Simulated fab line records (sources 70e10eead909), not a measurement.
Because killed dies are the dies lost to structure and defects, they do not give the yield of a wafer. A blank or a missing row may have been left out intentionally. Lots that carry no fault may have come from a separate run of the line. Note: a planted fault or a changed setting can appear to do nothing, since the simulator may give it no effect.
Which tool is to blame? :: flow nand-harc :: 12 lots (36 wafers sampled), 1 step of a 1302-step route

WHAT THE GAUGES READ, wafer by wafer
NHARC_P_M2_INSPECT_11.
lot: L075
measured: day 6 17:30
on: defect-inspect-01
raw-defect-count: 8 7 4

lot: L077
measured: day 7 19:02
on: defect-inspect-01
raw-defect-count: 2 5 8

lot: L079
measured: day 8 09:38
on: defect-inspect-02
raw-defect-count: 11 6 8

lot: L081
measured: day 9 19:19
on: defect-inspect-01
raw-defect-count: 8 6 5

lot: L083
measured: day 10 05:49
on: defect-inspect-02
raw-defect-count: 4 9 2

lot: L085
measured: day 11 08:59
on: defect-inspect-02
raw-defect-count: 3 12 4

lot: L087
measured: day 11 17:22
on: defect-inspect-02
raw-defect-count: 5 4 4

lot: L089
measured: day 12 10:06
on: defect-inspect-02
raw-defect-count: 3 4 4

lot: L091
measured: day 13 09:25
on: defect-inspect-01
raw-defect-count: 5 4 8

lot: L093
measured: day 14 05:17
on: defect-inspect-02
raw-defect-count: 4 6 9

lot: L095
measured: day 15 00:31
on: defect-inspect-02
raw-defect-count: 5 8 2

lot: L097
measured: day 15 23:18
on: defect-inspect-02
raw-defect-count: 5 9 4

WHAT TOOL EACH LOT RAN ON (gives the tool, then ch and the chambers of the sampled wafers, and finally the start)
No process step before these readings appears in the record.

THE ANSWER, worked out from the rows above alone
Rule: the usual values come from the lots themselves. Put in order of their means at a reading, lots are off if they are a third of the lots or fewer, leave a main group of 4 or more, and stand apart from it by a gap of 3 or more times the standard deviation of the main group's means; of several such gaps the widest counts. Not used: any main group whose means are identical at the precision the tables above print for the reading. A lot without any number at a reading at which 4 lots or more have one is off too. All remaining lots with rows at the step are treated as sound.
No lot is off on any of the readings shown, so nothing can be concluded from this.

WHAT THE SIMULATOR HAD PUT IN
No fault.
